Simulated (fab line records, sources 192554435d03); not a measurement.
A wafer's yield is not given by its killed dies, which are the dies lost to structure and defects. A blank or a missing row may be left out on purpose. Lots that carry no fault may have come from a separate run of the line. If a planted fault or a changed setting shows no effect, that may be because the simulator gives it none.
Which tool is to blame? || flow n5Finfet || 8 lots with 23 wafers sampled at 5 steps, on a route of 1938 steps

== WHAT EACH GAUGE READ, for each wafer ==
N5_BEOL_M4_RC_MEAS_101.
{"lot": "L573", "measured": "day 9 09:13", "on": "prober-01", "DIBL_N (mV/V)": "36.5 34.8 40.1", "DIBL_P (mV/V)": "38.2 36.0 43.2", "EOT_N": "10.43 10.46 10.45", "EOT_P": "10.41 10.52 10.76", "IGATE_N (nA/um)": "0.0139 0.0111 0.0108", "IGATE_P (nA/um)": "0.0041 0.0033 0.0032", "IOFF_N (nA/um)": "0.19 0.14 0.28", "IOFF_N_85C (nA/um)": "3.6 2.8 5.0", "IOFF_N_LIN (nA/um)": "0.087 0.068 0.120", "IOFF_N_LONG (nA/um)": "5.74e-05 5.65e-05 5.65e-05", "IOFF_P (nA/um)": "0.25 0.21 0.37", "IOFF_P_85C (nA/um)": "4.2 3.5 5.6", "IOFF_P_LIN (nA/um)": "0.116 0.098 0.149", "IOFF_P_LONG (nA/um)": "9.9e-05 9.9e-05 0.000105", "ION_N (uA/um)": "691 653 701", "ION_P (uA/um)": "469 455 483", "SS_N (mV/dec)": "72.1 71.9 72.7", "SS_P (mV/dec)": "73.1 71.4 74.5", "VT_N (mV)": "246 251 242", "VT_N_LONG (mV)": "272.1 272.6 276.9", "VT_N_LVT (mV)": "99 102 94", "VT_P (mV)": "-247 -248 -242", "VT_P_LONG (mV)": "-275 -276 -272", "VT_P_LVT (mV)": "-98 -101 -93"}
{"lot": "L575", "measured": "day 9 17:25", "on": "prober-01", "DIBL_N (mV/V)": "38.8 38.9 37.1", "DIBL_P (mV/V)": "39.2 40.6 38.9", "EOT_N": "10.42 10.53 10.38", "EOT_P": "10.43 10.37 10.31", "IGATE_N (nA/um)": "0.0156 0.0138 0.0156", "IGATE_P (nA/um)": "0.0046 0.0041 0.0046", "IOFF_N (nA/um)": "0.20 0.21 0.19", "IOFF_N_85C (nA/um)": "3.7 3.8 3.5", "IOFF_N_LIN (nA/um)": "0.085 0.090 0.082", "IOFF_N_LONG (nA/um)": "5.35e-05 5.29e-05 5.26e-05", "IOFF_P (nA/um)": "0.20 0.22 0.21", "IOFF_P_85C (nA/um)": "3.5 3.8 3.6", "IOFF_P_LIN (nA/um)": "0.089 0.095 0.092", "IOFF_P_LONG (nA/um)": "7.5e-05 8.5e-05 8.2e-05", "ION_N (uA/um)": "683 690 679", "ION_P (uA/um)": "455 460 456", "SS_N (mV/dec)": "72.3 72.4 71.8", "SS_P (mV/dec)": "74.2 74.7 74.2", "VT_N (mV)": "248 246 247", "VT_N_LONG (mV)": "278.3 275.3 279.8", "VT_N_LVT (mV)": "97 96 95", "VT_P (mV)": "-256 -253 -255", "VT_P_LONG (mV)": "-285 -284 -286", "VT_P_LVT (mV)": "-103 -103 -103"}
{"lot": "L579", "measured": "day 10 19:25", "on": "prober-01", "DIBL_N (mV/V)": "37.4 37.1", "DIBL_P (mV/V)": "35.9 36.5", "EOT_N": "10.58 10.50", "EOT_P": "10.53 10.56", "IGATE_N (nA/um)": "0.0120 0.0111", "IGATE_P (nA/um)": "0.0036 0.0033", "IOFF_N (nA/um)": "0.17 0.15", "IOFF_N_85C (nA/um)": "3.1 2.8", "IOFF_N_LIN (nA/um)": "0.074 0.067", "IOFF_N_LONG (nA/um)": "5.75e-05 5.61e-05", "IOFF_P (nA/um)": "0.19 0.20", "IOFF_P_85C (nA/um)": "3.3 3.5", "IOFF_P_LIN (nA/um)": "0.090 0.093", "IOFF_P_LONG (nA/um)": "9.4e-05 9.6e-05", "ION_N (uA/um)": "670 650", "ION_P (uA/um)": "458 450", "SS_N (mV/dec)": "71.4 71.0", "SS_P (mV/dec)": "73.9 72.9", "VT_N (mV)": "247 252", "VT_N_LONG (mV)": "275.0 275.7", "VT_N_LVT (mV)": "95 99", "VT_P (mV)": "-251 -251", "VT_P_LONG (mV)": "-277 -280", "VT_P_LVT (mV)": "-101 -101"}
{"lot": "L585", "measured": "day 12 22:21", "on": "prober-02", "DIBL_N (mV/V)": "32.4 35.1 36.2", "DIBL_P (mV/V)": "29.4 33.7 33.7", "EOT_N": "10.08 10.20 10.18", "EOT_P": "9.93 9.98 10.01", "IGATE_N (nA/um)": "0.0583 0.0430 0.0524", "IGATE_P (nA/um)": "0.0179 0.0131 0.0164", "IOFF_N (nA/um)": "0.03 0.04 0.05", "IOFF_N_85C (nA/um)": "0.7 1.0 1.1", "IOFF_N_LIN (nA/um)": "0.014 0.019 0.019", "IOFF_N_LONG (nA/um)": "2.96e-05 2.95e-05 3.08e-05", "IOFF_P (nA/um)": "0.00 0.01 0.01", "IOFF_P_85C (nA/um)": "0.1 0.2 0.2", "IOFF_P_LIN (nA/um)": "0.002 0.003 0.003", "IOFF_P_LONG (nA/um)": "4.4e-05 4.7e-05 4.4e-05", "ION_N (uA/um)": "557 578 580", "ION_P (uA/um)": "283 291 289", "SS_N (mV/dec)": "72.6 72.8 73.7", "SS_P (mV/dec)": "75.7 76.5 76.7", "VT_N (mV)": "296 290 290", "VT_N_LONG (mV)": "313.6 313.0 313.8", "VT_N_LVT (mV)": "146 142 140", "VT_P (mV)": "-365 -361 -360", "VT_P_LONG (mV)": "-384 -383 -389", "VT_P_LVT (mV)": "-217 -210 -211"}
{"lot": "L586", "measured": "day 12 22:43", "on": "prober-01", "DIBL_N (mV/V)": "31.2 35.4 31.6", "DIBL_P (mV/V)": "32.3 37.2 32.8", "EOT_N": "10.12 9.96 10.13", "EOT_P": "10.00 9.97 10.17", "IGATE_N (nA/um)": "0.0605 0.0686 0.0463", "IGATE_P (nA/um)": "0.0189 0.0213 0.0145", "IOFF_N (nA/um)": "0.03 0.05 0.03", "IOFF_N_85C (nA/um)": "0.8 1.2 0.9", "IOFF_N_LIN (nA/um)": "0.016 0.023 0.017", "IOFF_N_LONG (nA/um)": "3.01e-05 3.01e-05 3.09e-05", "IOFF_P (nA/um)": "0.00 0.01 0.00", "IOFF_P_85C (nA/um)": "0.1 0.2 0.1", "IOFF_P_LIN (nA/um)": "0.002 0.003 0.002", "IOFF_P_LONG (nA/um)": "4.6e-05 4.3e-05 4.2e-05", "ION_N (uA/um)": "572 592 577", "ION_P (uA/um)": "288 296 290", "SS_N (mV/dec)": "72.8 73.9 72.7", "SS_P (mV/dec)": "75.4 77.0 75.5", "VT_N (mV)": "295 289 294", "VT_N_LONG (mV)": "309.8 313.8 312.9", "VT_N_LVT (mV)": "148 139 144", "VT_P (mV)": "-364 -358 -364", "VT_P_LONG (mV)": "-386 -383 -383", "VT_P_LVT (mV)": "-212 -212 -216"}
{"lot": "L587", "measured": "day 13 00:56", "on": "prober-02", "DIBL_N (mV/V)": "35.1 36.0 34.2", "DIBL_P (mV/V)": "31.9 33.9 31.8", "EOT_N": "9.98 10.18 10.11", "EOT_P": "9.85 10.19 10.18", "IGATE_N (nA/um)": "0.0593 0.0484 0.0495", "IGATE_P (nA/um)": "0.0185 0.0152 0.0154", "IOFF_N (nA/um)": "0.04 0.05 0.04", "IOFF_N_85C (nA/um)": "1.0 1.1 0.9", "IOFF_N_LIN (nA/um)": "0.019 0.021 0.018", "IOFF_N_LONG (nA/um)": "3.18e-05 3.15e-05 3.13e-05", "IOFF_P (nA/um)": "0.01 0.01 0.01", "IOFF_P_85C (nA/um)": "0.2 0.2 0.2", "IOFF_P_LIN (nA/um)": "0.003 0.003 0.003", "IOFF_P_LONG (nA/um)": "4.4e-05 4.5e-05 4.6e-05", "ION_N (uA/um)": "584 588 590", "ION_P (uA/um)": "295 294 302", "SS_N (mV/dec)": "73.2 73.2 72.1", "SS_P (mV/dec)": "75.8 76.1 76.4", "VT_N (mV)": "293 290 291", "VT_N_LONG (mV)": "315.5 315.1 312.5", "VT_N_LVT (mV)": "140 137 139", "VT_P (mV)": "-359 -360 -356", "VT_P_LONG (mV)": "-378 -383 -380", "VT_P_LVT (mV)": "-206 -206 -209"}
{"lot": "L590", "measured": "day 14 07:43", "on": "prober-02", "DIBL_N (mV/V)": "37.7 40.0 35.8", "DIBL_P (mV/V)": "38.9 40.9 37.0", "EOT_N": "10.49 10.70 10.52", "EOT_P": "10.46 10.58 10.37", "IGATE_N (nA/um)": "0.0119 0.0097 0.0149", "IGATE_P (nA/um)": "0.0035 0.0029 0.0044", "IOFF_N (nA/um)": "0.19 0.24 0.15", "IOFF_N_85C (nA/um)": "3.6 4.4 3.0", "IOFF_N_LIN (nA/um)": "0.081 0.108 0.073", "IOFF_N_LONG (nA/um)": "5.81e-05 5.81e-05 5.66e-05", "IOFF_P (nA/um)": "0.28 0.30 0.23", "IOFF_P_85C (nA/um)": "4.5 4.9 3.8", "IOFF_P_LIN (nA/um)": "0.114 0.127 0.104", "IOFF_P_LONG (nA/um)": "0.000102 0.000106 0.000108", "ION_N (uA/um)": "670 696 677", "ION_P (uA/um)": "460 474 471", "SS_N (mV/dec)": "72.9 73.1 71.6", "SS_P (mV/dec)": "73.9 74.6 73.2", "VT_N (mV)": "249 244 250", "VT_N_LONG (mV)": "274.0 271.6 272.4", "VT_N_LVT (mV)": "96 91 97", "VT_P (mV)": "-247 -245 -248", "VT_P_LONG (mV)": "-273 -274 -274", "VT_P_LVT (mV)": "-95 -93 -96"}
{"lot": "L591", "measured": "day 14 06:08", "on": "prober-01", "DIBL_N (mV/V)": "37.3 37.0 33.1", "DIBL_P (mV/V)": "38.5 38.7 34.3", "EOT_N": "10.43 10.49 10.56", "EOT_P": "10.43 10.58 10.59", "IGATE_N (nA/um)": "0.0137 0.0114 0.0097", "IGATE_P (nA/um)": "0.0042 0.0034 0.0030", "IOFF_N (nA/um)": "0.16 0.17 0.10", "IOFF_N_85C (nA/um)": "3.2 3.2 2.2", "IOFF_N_LIN (nA/um)": "0.072 0.074 0.053", "IOFF_N_LONG (nA/um)": "5.17e-05 5.1e-05 5.08e-05", "IOFF_P (nA/um)": "0.18 0.18 0.13", "IOFF_P_85C (nA/um)": "3.2 3.3 2.5", "IOFF_P_LIN (nA/um)": "0.081 0.084 0.067", "IOFF_P_LONG (nA/um)": "7.9e-05 7.8e-05 8.3e-05", "ION_N (uA/um)": "675 675 656", "ION_P (uA/um)": "450 449 445", "SS_N (mV/dec)": "72.0 71.9 70.3", "SS_P (mV/dec)": "74.2 73.9 72.1", "VT_N (mV)": "252 251 256", "VT_N_LONG (mV)": "278.0 275.1 280.0", "VT_N_LVT (mV)": "97 96 103", "VT_P (mV)": "-257 -256 -258", "VT_P_LONG (mV)": "-284 -284 -286", "VT_P_LVT (mV)": "-104 -102 -106"}

== TOOL THAT RAN EACH LOT (tool first, then ch and the chambers of the sampled wafers, then the start) ==
{"lot": "L573", "N5_HKMG_FIN_ETCH_55": "rieDiel-01 ch 0,2,3, day 5 08:31", "N5_HKMG_FIN_ALD_79": "aldMetal-02 ch 1,2,3, day 5 09:47", "N5_HKMG_FIN_ALD_36": "aldMetal-04 ch 0,1,3, day 5 10:33", "N5_HKMG_FIN_PWFM_ALD_03": "aldMetal-02 ch 0,2,3, day 5 10:52"}
{"lot": "L575", "N5_HKMG_FIN_ETCH_55": "rieDiel-05 ch 1,2,3, day 5 18:27", "N5_HKMG_FIN_ALD_79": "aldMetal-04 ch 0,3, day 5 19:44", "N5_HKMG_FIN_ALD_36": "aldMetal-02 ch 0,2,3, day 5 20:43", "N5_HKMG_FIN_PWFM_ALD_03": "aldMetal-01 ch 2,3, day 5 21:02"}
{"lot": "L579", "N5_HKMG_FIN_ETCH_55": "rieDiel-05 ch 0,2, day 6 18:16", "N5_HKMG_FIN_ALD_79": "aldMetal-02 ch 1,2, day 6 19:32", "N5_HKMG_FIN_ALD_36": "aldMetal-04 ch 1,2, day 6 20:21", "N5_HKMG_FIN_PWFM_ALD_03": "aldMetal-02 ch 0,3, day 6 20:40"}
{"lot": "L585", "N5_HKMG_FIN_ETCH_55": "rieDiel-05 ch 0,1,3, day 8 06:44", "N5_HKMG_FIN_ALD_79": "aldMetal-02 ch 0,1, day 8 08:01", "N5_HKMG_FIN_ALD_36": "aldMetal-04 ch 0,3, day 8 09:00", "N5_HKMG_FIN_PWFM_ALD_03": "aldMetal-01 ch 0,1, day 8 09:19"}
{"lot": "L586", "N5_HKMG_FIN_ETCH_55": "rieDiel-01 ch 0,3, day 8 10:29", "N5_HKMG_FIN_ALD_79": "aldMetal-04 ch 0,1,3, day 8 11:45", "N5_HKMG_FIN_ALD_36": "aldMetal-02 ch 0,1,2, day 8 12:31", "N5_HKMG_FIN_PWFM_ALD_03": "aldMetal-04 ch 0,1, day 8 12:50"}
{"lot": "L587", "N5_HKMG_FIN_ETCH_55": "rieDiel-03 ch 0,3, day 8 19:27", "N5_HKMG_FIN_ALD_79": "aldMetal-02 ch 0,1,2, day 8 20:44", "N5_HKMG_FIN_ALD_36": "aldMetal-01 ch 0,2,3, day 8 21:34", "N5_HKMG_FIN_PWFM_ALD_03": "aldMetal-02 ch 0,2, day 8 21:53"}
{"lot": "L590", "N5_HKMG_FIN_ETCH_55": "rieDiel-05 ch 0,2,3, day 9 12:54", "N5_HKMG_FIN_ALD_79": "aldMetal-04 ch 1,2,3, day 9 14:11", "N5_HKMG_FIN_ALD_36": "aldMetal-02 ch 0,1,2, day 9 15:13", "N5_HKMG_FIN_PWFM_ALD_03": "aldMetal-02 ch 1,2,3, day 9 15:31"}
{"lot": "L591", "N5_HKMG_FIN_ETCH_55": "rieDiel-01 ch 1,2,3, day 9 20:32", "N5_HKMG_FIN_ALD_79": "aldMetal-04 ch 0,1,3, day 9 21:49", "N5_HKMG_FIN_ALD_36": "aldMetal-04 ch 0,2,3, day 9 22:42", "N5_HKMG_FIN_PWFM_ALD_03": "aldMetal-01 ch 0,1, day 9 23:01"}
- N5_HKMG_FIN_ETCH_55: etches SOC in N2/H2, target depth 240 nm, time 300 s.
- N5_HKMG_FIN_ALD_79: deposits TiN, target thk 1.5 nm, pulse time 1 s, purge time 3 s.
- N5_HKMG_FIN_ALD_36: deposits TiN, target thk 1 nm, pulse time 1 s, purge time 3 s.
- N5_HKMG_FIN_PWFM_ALD_03: deposits TiN, target thk 2 nm, pulse time 1 s, purge time 3 s.

== WHAT THE TOOLS THEMSELVES READ (means of the sampled wafers that have a number; where no wafer has one, the mark that the record gives instead) ==
N5_HKMG_FIN_ETCH_55.
{"lot": "L573", "tool": "rieDiel-01", "biasW (W)": 150.2, "drypumpMotorCurrentA (A)": 5.7, "oesProductAu (a.u.)": 0.70, "rfVppV (V)": 523.0, "showerheadPlenumPTorr (Torr)": 2.51, "throttleValvePct (%)": 17.8}
{"lot": "L575", "tool": "rieDiel-05", "biasW (W)": 150.4, "drypumpMotorCurrentA (A)": 5.5, "oesProductAu (a.u.)": 0.73, "rfVppV (V)": 523.3, "showerheadPlenumPTorr (Torr)": 2.53, "throttleValvePct (%)": 17.9}
{"lot": "L579", "tool": "rieDiel-05", "biasW (W)": 150.5, "drypumpMotorCurrentA (A)": 5.7, "oesProductAu (a.u.)": 0.70, "rfVppV (V)": 520.8, "showerheadPlenumPTorr (Torr)": 2.48, "throttleValvePct (%)": 17.8}
{"lot": "L585", "tool": "rieDiel-05", "biasW (W)": 150.0, "drypumpMotorCurrentA (A)": 5.1, "oesProductAu (a.u.)": 0.71, "rfVppV (V)": 524.4, "showerheadPlenumPTorr (Torr)": 2.55, "throttleValvePct (%)": 17.7}
{"lot": "L586", "tool": "rieDiel-01", "biasW (W)": 150.8, "drypumpMotorCurrentA (A)": 5.8, "oesProductAu (a.u.)": 0.83, "rfVppV (V)": 523.8, "showerheadPlenumPTorr (Torr)": 2.54, "throttleValvePct (%)": 17.5}
{"lot": "L587", "tool": "rieDiel-03", "biasW (W)": 150.1, "drypumpMotorCurrentA (A)": 5.6, "oesProductAu (a.u.)": 0.84, "rfVppV (V)": 526.0, "showerheadPlenumPTorr (Torr)": 2.61, "throttleValvePct (%)": 17.7}
{"lot": "L590", "tool": "rieDiel-05", "biasW (W)": 150.1, "drypumpMotorCurrentA (A)": 5.4, "oesProductAu (a.u.)": 0.70, "rfVppV (V)": 522.6, "showerheadPlenumPTorr (Torr)": 2.53, "throttleValvePct (%)": 17.9}
{"lot": "L591", "tool": "rieDiel-01", "biasW (W)": 150.0, "drypumpMotorCurrentA (A)": 5.7, "oesProductAu (a.u.)": 0.83, "rfVppV (V)": 525.2, "showerheadPlenumPTorr (Torr)": 2.60, "throttleValvePct (%)": 17.5}

N5_HKMG_FIN_ALD_79.
{"lot": "L573", "tool": "aldMetal-02", "chamberPressureTorr (Torr)": 3.002, "heaterPowerW (W)": 983, "precursorPulseHeightRel": 0.996}
{"lot": "L575", "tool": "aldMetal-04", "chamberPressureTorr (Torr)": 3.000, "heaterPowerW (W)": 873, "precursorPulseHeightRel": 0.991}
{"lot": "L579", "tool": "aldMetal-02", "chamberPressureTorr (Torr)": 3.003, "heaterPowerW (W)": 1026, "precursorPulseHeightRel": 0.992}
{"lot": "L585", "tool": "aldMetal-02", "chamberPressureTorr (Torr)": "-", "heaterPowerW (W)": "-", "precursorPulseHeightRel": "-"}
{"lot": "L586", "tool": "aldMetal-04", "chamberPressureTorr (Torr)": "-", "heaterPowerW (W)": "-", "precursorPulseHeightRel": "-"}
{"lot": "L587", "tool": "aldMetal-02", "chamberPressureTorr (Torr)": "-", "heaterPowerW (W)": "-", "precursorPulseHeightRel": "-"}
{"lot": "L590", "tool": "aldMetal-04", "chamberPressureTorr (Torr)": 3.000, "heaterPowerW (W)": 917, "precursorPulseHeightRel": 0.987}
{"lot": "L591", "tool": "aldMetal-04", "chamberPressureTorr (Torr)": 3.003, "heaterPowerW (W)": 856, "precursorPulseHeightRel": 1.012}

N5_HKMG_FIN_ALD_36.
{"lot": "L573", "tool": "aldMetal-04", "chamberPressureTorr (Torr)": 3.004, "heaterPowerW (W)": 846, "precursorPulseHeightRel": 0.983}
{"lot": "L575", "tool": "aldMetal-02", "chamberPressureTorr (Torr)": 3.001, "heaterPowerW (W)": 958, "precursorPulseHeightRel": 1.011}
{"lot": "L579", "tool": "aldMetal-04", "chamberPressureTorr (Torr)": 3.002, "heaterPowerW (W)": 907, "precursorPulseHeightRel": 1.030}
{"lot": "L585", "tool": "aldMetal-04", "chamberPressureTorr (Torr)": 2.994, "heaterPowerW (W)": 874, "precursorPulseHeightRel": 0.989}
{"lot": "L586", "tool": "aldMetal-02", "chamberPressureTorr (Torr)": 3.000, "heaterPowerW (W)": 1004, "precursorPulseHeightRel": 0.986}
{"lot": "L587", "tool": "aldMetal-01", "chamberPressureTorr (Torr)": 2.997, "heaterPowerW (W)": 884, "precursorPulseHeightRel": 1.006}
{"lot": "L590", "tool": "aldMetal-02", "chamberPressureTorr (Torr)": 3.002, "heaterPowerW (W)": 1010, "precursorPulseHeightRel": 0.993}
{"lot": "L591", "tool": "aldMetal-04", "chamberPressureTorr (Torr)": 3.005, "heaterPowerW (W)": 871, "precursorPulseHeightRel": 0.982}

N5_HKMG_FIN_PWFM_ALD_03.
{"lot": "L573", "tool": "aldMetal-02", "chamberPressureTorr (Torr)": 2.996, "heaterPowerW (W)": 974, "precursorPulseHeightRel": 1.004}
{"lot": "L575", "tool": "aldMetal-01", "chamberPressureTorr (Torr)": 3.001, "heaterPowerW (W)": 953, "precursorPulseHeightRel": 1.000}
{"lot": "L579", "tool": "aldMetal-02", "chamberPressureTorr (Torr)": 3.009, "heaterPowerW (W)": 967, "precursorPulseHeightRel": 1.018}
{"lot": "L585", "tool": "aldMetal-01", "chamberPressureTorr (Torr)": 3.004, "heaterPowerW (W)": 854, "precursorPulseHeightRel": 1.001}
{"lot": "L586", "tool": "aldMetal-04", "chamberPressureTorr (Torr)": 3.004, "heaterPowerW (W)": 837, "precursorPulseHeightRel": 1.017}
{"lot": "L587", "tool": "aldMetal-02", "chamberPressureTorr (Torr)": 2.996, "heaterPowerW (W)": 972, "precursorPulseHeightRel": 0.998}
{"lot": "L590", "tool": "aldMetal-02", "chamberPressureTorr (Torr)": 2.997, "heaterPowerW (W)": 991, "precursorPulseHeightRel": 1.007}
{"lot": "L591", "tool": "aldMetal-01", "chamberPressureTorr (Torr)": 2.997, "heaterPowerW (W)": 795, "precursorPulseHeightRel": 1.002}

== THE ANSWER, worked out from the rows above alone ==
Rule: the lots themselves supply what counts as usual. Put in order of their means at a reading, lots are off if they are a third of the lots or fewer, leave a main group of 4 or more, and stand apart from it by a gap of 3 or more times the standard deviation of the main group's means; of several such gaps the widest counts. A main group is skipped when, at the precision printed for the reading in the tables above, its means are all equal. A lot without any number at a reading at which 4 lots or more have one is off too. Where the step has rows for the other lots, those lots are counted as sound. First the gauges in route order, then the tools' own readings, where a lot's mean is used as printed above. The first step at which some lot is off is used, and at that step the reading that is off furthest; a lot without a number counts as furthest.
Off at N5_HKMG_FIN_ALD_79 (chamberPressureTorr): L585, L586, L587. Without a number there: L585, L586, L587. For the main group the mean is 3.002 Torr and the standard deviation 0.0014.
If a tool, at that step or one of the process steps before it, ran each lot that is off and ran no sound lot following the first of them, it fits. Not one of the candidates tried fits.

== WHAT THE SIMULATOR HAD INSERTED ==
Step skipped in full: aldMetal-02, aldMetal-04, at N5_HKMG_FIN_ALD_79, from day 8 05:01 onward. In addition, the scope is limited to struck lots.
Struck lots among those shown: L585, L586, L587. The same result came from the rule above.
